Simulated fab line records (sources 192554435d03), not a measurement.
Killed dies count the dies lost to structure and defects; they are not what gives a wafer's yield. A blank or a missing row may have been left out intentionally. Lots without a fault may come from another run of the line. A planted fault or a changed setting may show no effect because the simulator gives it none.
A struck lot beside a sound one ; flow n5-finfet ; 38 steps out of a route of 1938
Sound: these wafers, L363.1, L363.3, L363.5. Wafers L367.1, L367.3, L367.4 were the ones struck. The cause is given at the end.
At each step with rows: each side's tool, then ch and its chambers, then its first start. Under that, the readings that differ: sound wafers ; struck wafers ; difference of the means ; sigmas: that difference in standard deviations of wafers without a fault.
alike: a reading whose means differ by less than 2 such deviations, as well as words and numbers matching on both sides. not compared: withheld readings; readings where some wafer has no value; bounds like >300 that might hide an equal value; numbers whose values overlap and for which the record gives no deviation.
The two part at a step that has a row with sigmas, a row that says differs or no value, or rows on one side only. Non-overlapping numbers with no deviation appear without sigmas and do not part them. A reading that every wafer of one side lacks parts them only if that side has two wafers or more.

first, 9 steps without rows for these wafers: N5_SDB_COAT_04 (time 60 s, resist thk 18 nm); N5_SDB_COAT_05 (resist thk 90 nm); N5_SDB_EBR_07; N5_SDB_SOFTBAKE_06 (time 60 s); N5_SDB_EXPOSE_08 (exposes mask SDB); N5_SDB_PEB_09 (peb time 60 s); N5_SDB_DEVELOP_10 (develop time 30 s); N5_SDB_DESCUM_16 (chemistry O2, time 7.9 s); N5_SDB_ETCH_17 (etches SiARC in CF4, target depth 23.4 nm, time 39 s).
N5_SDB_ETCH_18: etches SOC in N2/H2, target depth 100 nm, overetch 20 nm, time 150 s.
  sound on rie-diel-05 ch 0,3, day 5 02:14; struck on rie-diel-05 ch 0,2,3, day 6 02:09
reading;sound;struck;difference;sigmas
rf-fwd-power-W (W);839.0 841.6 840.3;634.8 637.4 633.8;-205.0;-76
rf-vpp-V (V);523.5 524.1 524.3;572.4 569.1 572.8;+47.5;+37
model.etch.depth-nm (nm);99.56 99.44 99.72;93.97 96.59 93.48;-4.89;
model.SiARC_of_SDB_COAT_04.thk-nm (nm);12.8 12.8 12.8;13.6 13.6 13.6;+0.8;
  alike: drypump-motor-current-A, oes-product-au, showerhead-plenum-p-Torr, throttle-valve-pct
  not compared: rf-hours-counter-h
then, 26 steps without rows for these wafers: N5_SDB_STRIP_19 (strips in N2/H2); N5_SDB_STRIP_21 (strips in CF4); N5_SDB_HM_OPEN_20 (chemistry CH3F/O2, target SiNx, stops on poly-Si, target depth 24 nm); N5_SDB_STRIP_22 (strips in N2/H2); N5_SDB_PRECLEAN_23 (cleans in dHF, time 30 s); N5_SDB_DUMMY_REMOVE_24 (chemistry TMAH, target poly-Si, stops on SiO2, target depth 142 nm, time 57 s, rinse time 30 s); N5_SDB_ETCH_25 (etches SiO2 in C4F6/O2, target depth 10 nm, time 3.3 s); N5_SDB_CUT_ETCH_26 (etches Si in HBr/Cl2/O2, target depth 129.6 nm, bt time 20 s, time 51.8 s); N5_SDB_PRECLEAN_38 (cleans in dHF, time 10 s); N5_SDB_PRECLEAN_39 (cleans in O3/DIW, time 45 s); N5_SDB_SRD_28 (time 30 s); N5_SDB_ALD_29 (deposits SiNx, target thk 30 nm, pulse time 1 s, ald cycles 600); N5_SDB_CMP_30 (polishes, stops on poly-Si, t overpolish 1.54 s, target thk 30 nm); N5_DUMMY_REMOVAL_HM_STRIP_01 (strips SiNx in CH3F/O2, stops on poly-Si, target depth 4 nm, time 6.8 s); N5_DUMMY_REMOVAL_STRIP_10 (strips in N2/H2, time 40 s); N5_DUMMY_REMOVAL_PRECLEAN_07 (cleans in dHF, time 30 s); N5_DUMMY_REMOVAL_DUMMY_REMOVE_02 (chemistry TMAH, target poly-Si, stops on SiO2, target depth 142 nm, time 57 s, rinse time 30 s); N5_DUMMY_REMOVAL_PRECLEAN_08 (cleans in NF3:NH3, afs cycles 2, time 20 s, sublimation time 60 s); N5_DUMMY_REMOVAL_PRECLEAN_04 (cleans in DHF, time 37 s); N5_DUMMY_REMOVAL_SRD_05 (time 30 s); N5_HKMG_FIN_IL_REGROW_00 (material SiO2, chemistry O3, target thk 0.75 nm, time 30 s); N5_HKMG_FIN_HK_ALD_01 (deposits HfO2, target thk 1.6 nm, pulse time 3 s, purge time 3 s); N5_HKMG_FIN_HK_ANNEAL_02 (time 30 s); N5_HKMG_FIN_ALD_74 (deposits La2O3, target thk 0.5 nm, pulse time 6 s, co reactant pulse time 1 s); N5_HKMG_FIN_ALD_75 (deposits Al2O3, target thk 1 nm, co reactant pulse time 1 s); N5_HKMG_FIN_COAT_41 (time 60 s, resist thk 300 nm).
-- the record jumps here: 5 days lie between the struck wafers' starts before and after (it left off in module HKMG_FIN and takes up again in module BEOL_M4, whose first step shown is number 1111 of the route) --
N5_BEOL_M4_RC_MEAS_101:
  sound on prober-02 ch 0, day 9 09:36; struck on prober-02 ch 0, day 11 00:33
  alike: DIBL_N, DIBL_P, IOFF_N, IOFF_P, ION_N, ION_P, SS_N, SS_P, VT_N, VT_P
-- record jumps: 4 days separate the struck wafers' starts on either side; left off in module BEOL_M4, taken up again in module PASSIVATION, whose first shown step is the route's number 1936 --
N5_PASSIVATION_PROBE_49:
  rows exist in the record for the struck wafers here (prober-01, day 15 07:52), but not for the sound ones

## WHERE THEY PART
Earliest at N5_SDB_ETCH_18; latest, in this record, at N5_PASSIVATION_PROBE_49.

WHY: whatever the simulator had introduced
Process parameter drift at N5_SDB_ETCH_18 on rie-diel-05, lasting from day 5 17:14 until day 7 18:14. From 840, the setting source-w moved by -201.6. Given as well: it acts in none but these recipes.
